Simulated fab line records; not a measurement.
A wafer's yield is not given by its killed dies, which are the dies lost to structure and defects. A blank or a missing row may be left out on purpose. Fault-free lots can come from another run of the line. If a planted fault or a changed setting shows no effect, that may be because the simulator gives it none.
Chamber matching -- flow nand_harc -- NHARC_A_CHANNEL_HOLE_D2_DESCUM_15 on rie_diel-07: 4 sister chambers
The step chemistry O2, time 3 s. 14 wafers are shown with their chamber, then 7 later ones without.

## EACH WAFER AND ITS CHAMBER
wafer,chamber,rf_vpp_V (V),chamber_pressure_mTorr (mTorr),oes_product_au (a.u.)
L076.1,3,57.8,60.05,1.004
L076.2,0,58.4,59.99,0.986
L076.5,0,58.5,59.97,0.997
L077.2,0,57.3,60.01,0.996
L077.3,1,58.3,60.02,0.999
L077.4,3,58.0,60.14,0.988
L079.1,1,57.1,60.04,1.006
L079.3,2,54.8,60.09,1.010
L079.4,3,59.6,60.05,0.982
L080.1,3,59.7,60.02,1.001
L080.2,0,57.9,60.03,0.994
L080.4,1,58.3,60.03,1.010
L085.2,0,57.6,59.96,0.998
L085.5,2,57.3,60.04,1.003

SIGNATURES, as means of the wafers listed above
reading,chamber 0,chamber 1,chamber 2,chamber 3,scatter within a chamber
rf_vpp_V,57.940,57.900,56.050,58.775,0.907
chamber_pressure_mTorr,59.9920,60.0300,60.0650,60.0650,0.0358
oes_product_au,0.99420,1.00500,1.00650,0.99375,0.00713
Rule: a wafer's distance from a chamber is the root of the sum, over the readings, of the square of ((its reading less the chamber's mean) divided by the reading's scatter). The wafer belongs to the nearest chamber; if the next one is less than 2 further off, it can't be placed. The scatter is the square root of a quotient: the sum, over the shown wafers, of each reading's squared deviation from its chamber's mean, divided by wafers minus chambers.

## WAFERS WHOSE CHAMBER IS MISSING
wafer,rf_vpp_V (V),chamber_pressure_mTorr (mTorr),oes_product_au (a.u.)
L085.6,57.0,59.99,1.020
L090.1,59.0,60.06,1.013
L090.3,57.8,60.02,1.002
L090.5,57.9,59.93,1.032
L095.1,57.8,60.01,1.014
L095.2,58.3,59.98,0.990
L095.4,58.9,60.11,1.015

## WHICH CHAMBER EACH ONE RAN IN
wafer,from the rows above,in truth
L085.6,can't be placed: 1 or 2 or 0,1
L090.1,can't be placed: 1 or 3 or 2 or 0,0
L090.3,can't be placed: 1 or 0 or 3 or 2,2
L090.5,can't be placed: 1 or 0 or 2 or 3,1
L095.1,can't be placed: 1 or 2 or 0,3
L095.2,can't be placed: 0 or 3 or 1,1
L095.4,can't be placed: 1 or 3 or 2 or 0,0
Correctly placed: 0 of 7. Can't be placed from these rows: 7 (the true chamber is among the candidates in 6). 0 placed wrongly.
